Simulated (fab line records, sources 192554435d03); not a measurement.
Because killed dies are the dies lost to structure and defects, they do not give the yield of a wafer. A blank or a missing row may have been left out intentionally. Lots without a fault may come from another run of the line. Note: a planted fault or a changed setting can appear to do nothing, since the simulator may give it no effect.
fab line records / flow n5-finfet / part 2 of 2: steps 18 to 28 of 28
record: lots: 5 wafers: 15 last-day: 19
route steps=1938 shown BEOL_M10@1497
lots that met no fault: from a run of the same line without faults
start-h: hours from the record's first day to the start of the lot's first wafer shown / wait-h: hours from the lot's prior step to this one / " as in the row above / L1.1+2: a row that stands for several wafers / - no value present, or no start provided / * or withheld: withheld / < > ~ a bound
route shown NAME@n: names a module that has steps shown in the file, with the first one's number in the route / usual: the fault-free wafers' mean and standard deviation / same: alike in all rows / chamber/n: place in a boat / sites: readings site by site / _std_site: their standard deviation / _edge_site: the outer-site mean with the inner-site mean subtracted / radius-mm: how far each site lies from the wafer's centre / mask NAME#n: copy n / behind: tool/chamber where the wafer was last shaped / hold: why the lot was held/for how many hours/how that ended / device: names the non-switching transistor (n, p or np) / end of line: at the end of the route, the tests of the same wafers / where a step has no rows: the recipe by itself / killed: dies that structure and defects cost at the first sort, which is not the same as the wafer's yield / map: per-die view of a wafer (x killed, . not killed, _ where there is no die)
set.NAME: the setting as run; set.NAME@STEP: as run at that earlier step / model.NAME: the simulator's own value behind a step, which no gauge read
certain route steps with their lots: each step a table, each wafer a row
services: the hour from which a tool's chamber was out of use, counted from the record's first day as start-h (under 0 if before that day), plus the number of hours and why
== steps ==
step: N5_BEOL_M10_STRIP_77
recipe: chemistry: N2/H2 time-s: 10 power-w: 450 temp-c: 40 pressure-mtorr: 20 rf-frequency-hz: 6e+07 bias-power-w: 7 n2-flow-sccm: 200 h2-flow-sccm: 200
usual: drypump-motor-current-A: 5.6/0.49 h2-flow-sccm: 200.0/0.61 oes-product-au: 0.80/0.099 rf-vpp-V: 59.1/0.83 showerhead-plenum-p-Torr: 2.52/0.091 throttle-valve-pct: 23.7/0.33
lot.wafer=L082.1 tool=rie-diel-04 chamber=1 start-h=- wait-h=- drypump-motor-current-A=5.7 h2-flow-sccm=200.1 oes-product-au=0.76 rf-hours-counter-h=162 rf-vpp-V=59.3 showerhead-plenum-p-Torr=2.44 throttle-valve-pct=23.4
lot.wafer=L082.4 tool=rie-diel-04 chamber=3 start-h=- wait-h=- drypump-motor-current-A=6.7 h2-flow-sccm=201.2 oes-product-au=0.82 rf-hours-counter-h=105 rf-vpp-V=57.4 showerhead-plenum-p-Torr=2.66 throttle-valve-pct=23.4
lot.wafer=L082.6 tool=rie-diel-04 chamber=1 start-h=- wait-h=- drypump-motor-current-A=5.7 h2-flow-sccm=200.2 oes-product-au=0.76 rf-hours-counter-h=- rf-vpp-V=59.3 showerhead-plenum-p-Torr=2.44 throttle-valve-pct=23.4
lot.wafer=L088.1 tool=rie-diel-01 chamber=3 start-h=- wait-h=- drypump-motor-current-A=5.1 h2-flow-sccm=200.2 oes-product-au=0.85 rf-hours-counter-h=38 rf-vpp-V=59.6 showerhead-plenum-p-Torr=2.58 throttle-valve-pct=23.2
lot.wafer=L088.4 tool=rie-diel-01 chamber=0 start-h=- wait-h=- drypump-motor-current-A=5.5 h2-flow-sccm=199.8 oes-product-au=0.74 rf-hours-counter-h=155 rf-vpp-V=57.6 showerhead-plenum-p-Torr=2.43 throttle-valve-pct=24.2
lot.wafer=L088.5 tool=rie-diel-01 chamber=3 start-h=- wait-h=- drypump-motor-current-A=5.1 h2-flow-sccm=200.6 oes-product-au=0.86 rf-hours-counter-h=- rf-vpp-V=59.3 showerhead-plenum-p-Torr=2.58 throttle-valve-pct=23.2
lot.wafer=L094.1 tool=rie-diel-01 chamber=2 start-h=- wait-h=- drypump-motor-current-A=6.1 h2-flow-sccm=199.3 oes-product-au=0.91 rf-hours-counter-h=35 rf-vpp-V=58.9 showerhead-plenum-p-Torr=2.49 throttle-valve-pct=23.6
lot.wafer=L094.2 tool=rie-diel-01 chamber=3 start-h=- wait-h=- drypump-motor-current-A=5.2 h2-flow-sccm=199.2 oes-product-au=0.84 rf-hours-counter-h=47 rf-vpp-V=59.4 showerhead-plenum-p-Torr=2.57 throttle-valve-pct=23.2
lot.wafer=L094.5 tool=rie-diel-01 chamber=0 start-h=- wait-h=- drypump-motor-current-A=5.5 h2-flow-sccm=199.3 oes-product-au=0.73 rf-hours-counter-h=- rf-vpp-V=60.1 showerhead-plenum-p-Torr=2.42 throttle-valve-pct=24.2
lot.wafer=L093.2 tool=rie-diel-05 chamber=2 start-h=- wait-h=- drypump-motor-current-A=6.1 h2-flow-sccm=200.6 oes-product-au=0.99 rf-hours-counter-h=1 rf-vpp-V=59.4 showerhead-plenum-p-Torr=2.59 throttle-valve-pct=23.5
lot.wafer=L093.3 tool=rie-diel-05 chamber=3 start-h=- wait-h=- drypump-motor-current-A=5.6 h2-flow-sccm=198.7 oes-product-au=0.68 rf-hours-counter-h=249 rf-vpp-V=61.3 showerhead-plenum-p-Torr=2.40 throttle-valve-pct=24.3
lot.wafer=L093.6 tool=rie-diel-05 chamber=3 start-h=- wait-h=- drypump-motor-current-A=5.6 h2-flow-sccm=199.4 oes-product-au=0.67 rf-hours-counter-h=- rf-vpp-V=59.0 showerhead-plenum-p-Torr=2.40 throttle-valve-pct=24.3
lot.wafer=L095.1 tool=rie-diel-05 chamber=3 start-h=- wait-h=- drypump-motor-current-A=5.6 h2-flow-sccm=199.8 oes-product-au=0.97 rf-hours-counter-h=5 rf-vpp-V=59.3 showerhead-plenum-p-Torr=2.71 throttle-valve-pct=23.9
lot.wafer=L095.4 tool=rie-diel-05 chamber=2 start-h=- wait-h=- drypump-motor-current-A=6.1 h2-flow-sccm=199.3 oes-product-au=0.91 rf-hours-counter-h=16 rf-vpp-V=60.9 showerhead-plenum-p-Torr=2.59 throttle-valve-pct=23.5
lot.wafer=L095.6 tool=rie-diel-05 chamber=2 start-h=- wait-h=- drypump-motor-current-A=6.1 h2-flow-sccm=200.1 oes-product-au=0.93 rf-hours-counter-h=- rf-vpp-V=58.6 showerhead-plenum-p-Torr=2.59 throttle-valve-pct=23.5
step: N5_BEOL_M10_OCD_MEAS_38
usual: trench-depth-nm: 147.8/2
lot.wafer=L082.1 tool=ocd-02 chamber=- start-h=294.82 wait-h=- trench-depth-nm=149.9
lot.wafer=L082.4 tool=ocd-02 chamber=- start-h=294.82 wait-h=- trench-depth-nm=148.8
lot.wafer=L082.6 tool=ocd-02 chamber=- start-h=294.82 wait-h=- trench-depth-nm=148.4
lot.wafer=L088.1 tool=ocd-01 chamber=- start-h=343.19 wait-h=- trench-depth-nm=149.0
lot.wafer=L088.4 tool=ocd-01 chamber=- start-h=343.19 wait-h=- trench-depth-nm=148.4
lot.wafer=L088.5 tool=ocd-01 chamber=- start-h=343.19 wait-h=- trench-depth-nm=150.4
lot.wafer=L094.1 tool=ocd-02 chamber=- start-h=360.39 wait-h=- trench-depth-nm=148.6
lot.wafer=L094.2 tool=ocd-02 chamber=- start-h=360.39 wait-h=- trench-depth-nm=150.2
lot.wafer=L094.5 tool=ocd-02 chamber=- start-h=360.39 wait-h=- trench-depth-nm=150.0
lot.wafer=L093.2 tool=ocd-02 chamber=- start-h=360.70 wait-h=- trench-depth-nm=148.1
lot.wafer=L093.3 tool=ocd-02 chamber=- start-h=360.70 wait-h=- trench-depth-nm=144.0
lot.wafer=L093.6 tool=ocd-02 chamber=- start-h=360.70 wait-h=- trench-depth-nm=145.2
lot.wafer=L095.1 tool=ocd-01 chamber=- start-h=401.21 wait-h=- trench-depth-nm=150.6
lot.wafer=L095.4 tool=ocd-01 chamber=- start-h=401.21 wait-h=- trench-depth-nm=148.0
lot.wafer=L095.6 tool=ocd-01 chamber=- start-h=401.21 wait-h=- trench-depth-nm=149.0
step: N5_BEOL_M10_HM_STRIP_39
recipe: chemistry: peroxide-tin-strip material: TiN target-depth-a: 250 temp-c: 50 time-s: 158
lot.wafer=L082.1+4+6 tool=wet-bench-04 chamber=4,0,3 start-h=294.88 wait-h=0.1
lot.wafer=L088.1+4+5 tool=wet-bench-04 chamber=5,6,3 start-h=343.22 wait-h=0.0
lot.wafer=L094.1+2+5 tool=wet-bench-04 chamber=1,7,6 start-h=360.43 wait-h=0.0
lot.wafer=L093.2+3+6 tool=wet-bench-04 chamber=4,7,6 start-h=360.73 wait-h=0.0
lot.wafer=L095.1+4+6 tool=wet-bench-03 chamber=0,3,7 start-h=401.25 wait-h=0.0
step: N5_BEOL_M10_SRD_40
recipe: time-s: 30 temp-c: 23 rinse-liquid: diw dry: ipa-marangoni
lot.wafer=L082.1+4+6 tool=wet-bench-04 chamber=4,0,3 start-h=294.93 wait-h=0.0
lot.wafer=L088.1+4+5 tool=wet-bench-04 chamber=5,6,3 start-h=343.26 wait-h=0.0
lot.wafer=L094.1+2+5 tool=wet-bench-04 chamber=1,7,6 start-h=360.47 wait-h=0.0
lot.wafer=L093.2+3+6 tool=wet-bench-04 chamber=4,7,6 start-h=360.78 wait-h=0.0
lot.wafer=L095.1+4+6 tool=wet-bench-03 chamber=0,3,7 start-h=401.29 wait-h=0.0
step: N5_BEOL_M10_PRECLEAN_42
recipe: chemistry: residue-remover time-s: 60 temp-c: 40
lot.wafer=L082.1+4+6 tool=wet-bench-04 chamber=4,0,3 start-h=294.95 wait-h=0.0
lot.wafer=L088.1+4+5 tool=wet-bench-04 chamber=5,6,3 start-h=343.28 wait-h=0.0
lot.wafer=L094.1+2+5 tool=wet-bench-04 chamber=1,7,6 start-h=360.49 wait-h=0.0
lot.wafer=L093.2+3+6 tool=wet-bench-04 chamber=4,7,6 start-h=360.79 wait-h=0.0
lot.wafer=L095.1+4+6 tool=wet-bench-03 chamber=0,3,7 start-h=401.31 wait-h=0.0
step: N5_BEOL_M10_SRD_43
recipe: time-s: 30 temp-c: 23 rinse-liquid: diw dry: ipa-marangoni
lot.wafer=L082.1+4+6 tool=wet-bench-04 chamber=4,0,3 start-h=294.96 wait-h=0.0
lot.wafer=L088.1+4+5 tool=wet-bench-04 chamber=5,6,3 start-h=343.30 wait-h=0.0
lot.wafer=L094.1+2+5 tool=wet-bench-04 chamber=1,7,6 start-h=360.51 wait-h=0.0
lot.wafer=L093.2+3+6 tool=wet-bench-04 chamber=4,7,6 start-h=360.81 wait-h=0.0
lot.wafer=L095.1+4+6 tool=wet-bench-03 chamber=0,3,7 start-h=401.33 wait-h=0.0
step: N5_BEOL_M10_CD_MEAS_35
recipe: target-cd-nm: 70 polarity: opening
usual: cd-nm: 69.9/0.53
lot.wafer=L082.1 tool=cd-sem-01 chamber=- start-h=295.00 wait-h=0.0 cd-nm=70.4
lot.wafer=L082.4 tool=cd-sem-01 chamber=- start-h=295.00 wait-h=0.0 cd-nm=69.7
lot.wafer=L082.6 tool=cd-sem-01 chamber=- start-h=295.00 wait-h=0.0 cd-nm=69.6
lot.wafer=L088.1 tool=cd-sem-02 chamber=- start-h=343.34 wait-h=0.0 cd-nm=69.9
lot.wafer=L088.4 tool=cd-sem-02 chamber=- start-h=343.34 wait-h=0.0 cd-nm=70.0
lot.wafer=L088.5 tool=cd-sem-02 chamber=- start-h=343.34 wait-h=0.0 cd-nm=70.3
lot.wafer=L094.1 tool=cd-sem-02 chamber=- start-h=360.55 wait-h=0.0 cd-nm=69.7
lot.wafer=L094.2 tool=cd-sem-02 chamber=- start-h=360.55 wait-h=0.0 cd-nm=69.8
lot.wafer=L094.5 tool=cd-sem-02 chamber=- start-h=360.55 wait-h=0.0 cd-nm=69.0
lot.wafer=L093.2 tool=cd-sem-01 chamber=- start-h=360.85 wait-h=0.0 cd-nm=69.2
lot.wafer=L093.3 tool=cd-sem-01 chamber=- start-h=360.85 wait-h=0.0 cd-nm=69.8
lot.wafer=L093.6 tool=cd-sem-01 chamber=- start-h=360.85 wait-h=0.0 cd-nm=70.3
lot.wafer=L095.1 tool=cd-sem-02 chamber=- start-h=401.37 wait-h=0.0 cd-nm=69.9
lot.wafer=L095.4 tool=cd-sem-02 chamber=- start-h=401.37 wait-h=0.0 cd-nm=69.6
lot.wafer=L095.6 tool=cd-sem-02 chamber=- start-h=401.37 wait-h=0.0 cd-nm=70.1
step: N5_BEOL_M10_CURE_72
recipe: temp-c: 370 time-s: 120 ambient: DMADMS/He material: SiCOH_lowk
usual: lamp-power-pct: 52.31/0.057 wafer_temp_C_max: 371.7/0.71
lot.wafer=L082.1 tool=uv-cure-03 chamber=0 start-h=295.05 wait-h=0.0 lamp-power-pct=52.34 wafer_temp_C_max=370.9
lot.wafer=L082.4 tool=uv-cure-03 chamber=0 start-h=295.05 wait-h=0.0 lamp-power-pct=52.21 wafer_temp_C_max=370.8
lot.wafer=L082.6 tool=uv-cure-03 chamber=0 start-h=295.05 wait-h=0.0 lamp-power-pct=52.39 wafer_temp_C_max=370.9
lot.wafer=L088.1 tool=uv-cure-03 chamber=0 start-h=343.38 wait-h=0.0 lamp-power-pct=52.28 wafer_temp_C_max=371.0
lot.wafer=L088.4 tool=uv-cure-03 chamber=0 start-h=343.38 wait-h=0.0 lamp-power-pct=52.32 wafer_temp_C_max=371.4
lot.wafer=L088.5 tool=uv-cure-03 chamber=0 start-h=343.38 wait-h=0.0 lamp-power-pct=52.43 wafer_temp_C_max=371.3
lot.wafer=L094.1 tool=uv-cure-03 chamber=0 start-h=360.59 wait-h=0.0 lamp-power-pct=52.24 wafer_temp_C_max=371.0
lot.wafer=L094.2 tool=uv-cure-03 chamber=0 start-h=360.59 wait-h=0.0 lamp-power-pct=52.36 wafer_temp_C_max=370.6
lot.wafer=L094.5 tool=uv-cure-03 chamber=0 start-h=360.59 wait-h=0.0 lamp-power-pct=52.28 wafer_temp_C_max=371.3
lot.wafer=L093.2 tool=uv-cure-01 chamber=1 start-h=360.94 wait-h=0.1 lamp-power-pct=52.29 wafer_temp_C_max=371.2
lot.wafer=L093.3 tool=uv-cure-01 chamber=1 start-h=360.94 wait-h=0.1 lamp-power-pct=52.40 wafer_temp_C_max=371.1
lot.wafer=L093.6 tool=uv-cure-01 chamber=1 start-h=360.94 wait-h=0.1 lamp-power-pct=52.29 wafer_temp_C_max=371.6
lot.wafer=L095.1 tool=uv-cure-02 chamber=2 start-h=401.44 wait-h=0.1 lamp-power-pct=52.39 wafer_temp_C_max=371.1
lot.wafer=L095.4 tool=uv-cure-02 chamber=2 start-h=401.44 wait-h=0.1 lamp-power-pct=52.21 wafer_temp_C_max=371.5
lot.wafer=L095.6 tool=uv-cure-02 chamber=2 start-h=401.44 wait-h=0.1 lamp-power-pct=52.32 wafer_temp_C_max=371.5
step: N5_BEOL_M10_DEGAS_44
recipe: ambient: vacuum temp-c: 250 time-s: 60
usual: heater-power-w: 324/21 susceptor-temp-C: 250.00/0.18
lot.wafer=L082.1 tool=pvd-sputter-02 chamber=- start-h=295.63 wait-h=0.5 heater-power-w=336 susceptor-temp-C=249.89
lot.wafer=L082.4 tool=pvd-sputter-02 chamber=- start-h=295.63 wait-h=0.5 heater-power-w=331 susceptor-temp-C=250.07
lot.wafer=L082.6 tool=pvd-sputter-02 chamber=- start-h=295.63 wait-h=0.5 heater-power-w=290 susceptor-temp-C=249.84
lot.wafer=L088.1 tool=pvd-sputter-03 chamber=- start-h=343.74 wait-h=0.3 heater-power-w=337 susceptor-temp-C=249.74
lot.wafer=L088.4 tool=pvd-sputter-03 chamber=- start-h=343.74 wait-h=0.3 heater-power-w=297 susceptor-temp-C=250.15
lot.wafer=L088.5 tool=pvd-sputter-03 chamber=- start-h=343.74 wait-h=0.3 heater-power-w=296 susceptor-temp-C=250.17
lot.wafer=L094.1 tool=pvd-sputter-03 chamber=- start-h=360.98 wait-h=0.3 heater-power-w=295 susceptor-temp-C=250.16
lot.wafer=L094.2 tool=pvd-sputter-03 chamber=- start-h=360.98 wait-h=0.3 heater-power-w=343 susceptor-temp-C=250.09
lot.wafer=L094.5 tool=pvd-sputter-03 chamber=- start-h=360.98 wait-h=0.3 heater-power-w=315 susceptor-temp-C=250.08
lot.wafer=L093.2 tool=pvd-sputter-01 chamber=- start-h=361.23 wait-h=0.2 heater-power-w=315 susceptor-temp-C=250.11
lot.wafer=L093.3 tool=pvd-sputter-01 chamber=- start-h=361.23 wait-h=0.2 heater-power-w=350 susceptor-temp-C=250.28
lot.wafer=L093.6 tool=pvd-sputter-01 chamber=- start-h=361.23 wait-h=0.2 heater-power-w=366 susceptor-temp-C=250.44
lot.wafer=L095.1 tool=pvd-sputter-03 chamber=- start-h=402.57 wait-h=1.0 heater-power-w=354 susceptor-temp-C=250.06
lot.wafer=L095.4 tool=pvd-sputter-03 chamber=- start-h=402.57 wait-h=1.0 heater-power-w=305 susceptor-temp-C=250.13
lot.wafer=L095.6 tool=pvd-sputter-03 chamber=- start-h=402.57 wait-h=1.0 heater-power-w=329 susceptor-temp-C=250.14
step: N5_BEOL_M10_PRE_CLEAN_45
recipe: gas: H2/He time-s: 30 temp-c: 250
usual: heater-power-w: 323/21 susceptor-temp-C: 250.00/0.16
lot.wafer=L082.1 tool=pvd-sputter-02 chamber=- start-h=295.67 wait-h=0.0 heater-power-w=336 susceptor-temp-C=249.97
lot.wafer=L082.4 tool=pvd-sputter-02 chamber=- start-h=295.67 wait-h=0.0 heater-power-w=323 susceptor-temp-C=249.91
lot.wafer=L082.6 tool=pvd-sputter-02 chamber=- start-h=295.67 wait-h=0.0 heater-power-w=285 susceptor-temp-C=250.14
lot.wafer=L088.1 tool=pvd-sputter-03 chamber=- start-h=343.78 wait-h=0.0 heater-power-w=340 susceptor-temp-C=249.96
lot.wafer=L088.4 tool=pvd-sputter-03 chamber=- start-h=343.78 wait-h=0.0 heater-power-w=304 susceptor-temp-C=250.13
lot.wafer=L088.5 tool=pvd-sputter-03 chamber=- start-h=343.78 wait-h=0.0 heater-power-w=300 susceptor-temp-C=250.10
lot.wafer=L094.1 tool=pvd-sputter-03 chamber=- start-h=361.02 wait-h=0.0 heater-power-w=299 susceptor-temp-C=250.06
lot.wafer=L094.2 tool=pvd-sputter-03 chamber=- start-h=361.02 wait-h=0.0 heater-power-w=336 susceptor-temp-C=250.14
lot.wafer=L094.5 tool=pvd-sputter-03 chamber=- start-h=361.02 wait-h=0.0 heater-power-w=305 susceptor-temp-C=249.97
lot.wafer=L093.2 tool=pvd-sputter-01 chamber=- start-h=361.27 wait-h=0.0 heater-power-w=317 susceptor-temp-C=249.87
lot.wafer=L093.3 tool=pvd-sputter-01 chamber=- start-h=361.27 wait-h=0.0 heater-power-w=349 susceptor-temp-C=249.89
lot.wafer=L093.6 tool=pvd-sputter-01 chamber=- start-h=361.27 wait-h=0.0 heater-power-w=354 susceptor-temp-C=250.12
lot.wafer=L095.1 tool=pvd-sputter-03 chamber=- start-h=402.61 wait-h=0.0 heater-power-w=350 susceptor-temp-C=250.20
lot.wafer=L095.4 tool=pvd-sputter-03 chamber=- start-h=402.61 wait-h=0.0 heater-power-w=306 susceptor-temp-C=249.82
lot.wafer=L095.6 tool=pvd-sputter-03 chamber=- start-h=402.61 wait-h=0.0 heater-power-w=337 susceptor-temp-C=250.06
step: N5_BEOL_M10_ALD_74
recipe: material: TaN target-thk-a: 20 temp-c: 275 ald-precursor-family: PDMAT ald-co-reactant: NH3 pressure-torr: 3 carrier-flow-sccm: 1500 pulse-time-s: 2 purge-time-s: 3 co-reactant-purge-time-s: 2 co-reactant-pulse-time-s: 3 ald-cycles: 40 precursor-vessel-temp-c: 75 precursor-vessel-pressure-torr: 26.25 precursor-vessel-carrier-sccm: 1000
usual: heater-power-w: 403/47 precursor-vessel-carrier-sccm: 1000/3 susceptor-temp-C: 274.99/0.17
same: purge-time-s: 3
lot.wafer=L082.1 tool=ald-metal-03 chamber=0 start-h=295.75 wait-h=0.1 heater-power-w=325 precursor-vessel-carrier-sccm=998 susceptor-temp-C=275.06
lot.wafer=L082.4 tool=ald-metal-03 chamber=2 start-h=295.75 wait-h=0.1 heater-power-w=523 precursor-vessel-carrier-sccm=1002 susceptor-temp-C=274.79
lot.wafer=L082.6 tool=ald-metal-03 chamber=0 start-h=295.75 wait-h=0.1 heater-power-w=329 precursor-vessel-carrier-sccm=998 susceptor-temp-C=275.14
lot.wafer=L088.1 tool=ald-metal-04 chamber=1 start-h=343.85 wait-h=0.0 heater-power-w=437 precursor-vessel-carrier-sccm=1000 susceptor-temp-C=275.06
lot.wafer=L088.4 tool=ald-metal-04 chamber=3 start-h=343.85 wait-h=0.0 heater-power-w=356 precursor-vessel-carrier-sccm=994 susceptor-temp-C=275.08
lot.wafer=L088.5 tool=ald-metal-04 chamber=1 start-h=343.85 wait-h=0.0 heater-power-w=449 precursor-vessel-carrier-sccm=1003 susceptor-temp-C=275.38
lot.wafer=L094.1 tool=ald-metal-04 chamber=1 start-h=361.13 wait-h=0.1 heater-power-w=442 precursor-vessel-carrier-sccm=1003 susceptor-temp-C=275.08
lot.wafer=L094.2 tool=ald-metal-04 chamber=0 start-h=361.13 wait-h=0.1 heater-power-w=422 precursor-vessel-carrier-sccm=1001 susceptor-temp-C=275.14
lot.wafer=L094.5 tool=ald-metal-04 chamber=1 start-h=361.13 wait-h=0.1 heater-power-w=443 precursor-vessel-carrier-sccm=999 susceptor-temp-C=275.19
lot.wafer=L093.2 tool=ald-metal-01 chamber=2 start-h=361.41 wait-h=0.1 heater-power-w=416 precursor-vessel-carrier-sccm=1000 susceptor-temp-C=275.12
lot.wafer=L093.3 tool=ald-metal-01 chamber=0 start-h=361.41 wait-h=0.1 heater-power-w=365 precursor-vessel-carrier-sccm=998 susceptor-temp-C=275.16
lot.wafer=L093.6 tool=ald-metal-01 chamber=2 start-h=361.41 wait-h=0.1 heater-power-w=414 precursor-vessel-carrier-sccm=1001 susceptor-temp-C=275.08
lot.wafer=L095.1 tool=ald-metal-04 chamber=3 start-h=402.67 wait-h=0.0 heater-power-w=363 precursor-vessel-carrier-sccm=997 susceptor-temp-C=274.74
lot.wafer=L095.4 tool=ald-metal-04 chamber=2 start-h=402.67 wait-h=0.0 heater-power-w=406 precursor-vessel-carrier-sccm=1001 susceptor-temp-C=274.87
lot.wafer=L095.6 tool=ald-metal-04 chamber=3 start-h=402.67 wait-h=0.0 heater-power-w=359 precursor-vessel-carrier-sccm=1001 susceptor-temp-C=274.75
== services ==
tool=rie-diel-05 chamber=2 start-h=270.02 hours=3.1 kind=repair
tool=ald-metal-04 chamber=0 start-h=272.58 hours=3.5 kind=repair
tool=uv-cure-01 chamber=- start-h=278.87 hours=1.0 kind=pm
tool=ald-metal-01 chamber=3 start-h=278.97 hours=5.3 kind=repair
tool=arfi-scanner-02 chamber=- start-h=279.99 hours=1.3 kind=pm
tool=arfi-scanner-01 chamber=- start-h=280.87 hours=0.8 kind=pm
tool=ald-metal-04 chamber=0 start-h=283.57 hours=6.7 kind=repair
tool=arfi-scanner-02 chamber=- start-h=289.02 hours=1.0 kind=pm
tool=arfi-scanner-02 chamber=- start-h=290.56 hours=1.2 kind=repair
tool=arfi-scanner-02 chamber=- start-h=301.64 hours=6.0 kind=pm
tool=arfi-scanner-01 chamber=- start-h=303.61 hours=1.3 kind=pm
tool=arfi-scanner-03 chamber=- start-h=312.22 hours=1.3 kind=pm
tool=ald-metal-04 chamber=- start-h=318.50 hours=6.0 kind=pm
tool=ald-metal-03 chamber=- start-h=337.25 hours=14.0 kind=pm
tool=arfi-scanner-03 chamber=- start-h=353.09 hours=3.7 kind=repair
tool=rie-diel-04 chamber=2 start-h=363.48 hours=6.0 kind=repair
tool=arfi-scanner-02 chamber=- start-h=363.91 hours=1.2 kind=repair
tool=uv-cure-03 chamber=- start-h=366.54 hours=2.8 kind=pm
tool=arfi-scanner-03 chamber=- start-h=367.96 hours=0.8 kind=pm
tool=arfi-scanner-02 chamber=- start-h=370.35 hours=0.8 kind=pm
tool=wet-bench-04 chamber=- start-h=374.43 hours=1.9 kind=pm
tool=arfi-scanner-02 chamber=- start-h=376.53 hours=4.8 kind=pm
tool=arfi-scanner-01 chamber=- start-h=378.53 hours=0.8 kind=repair
tool=ald-metal-01 chamber=- start-h=385.11 hours=0.2 kind=repair
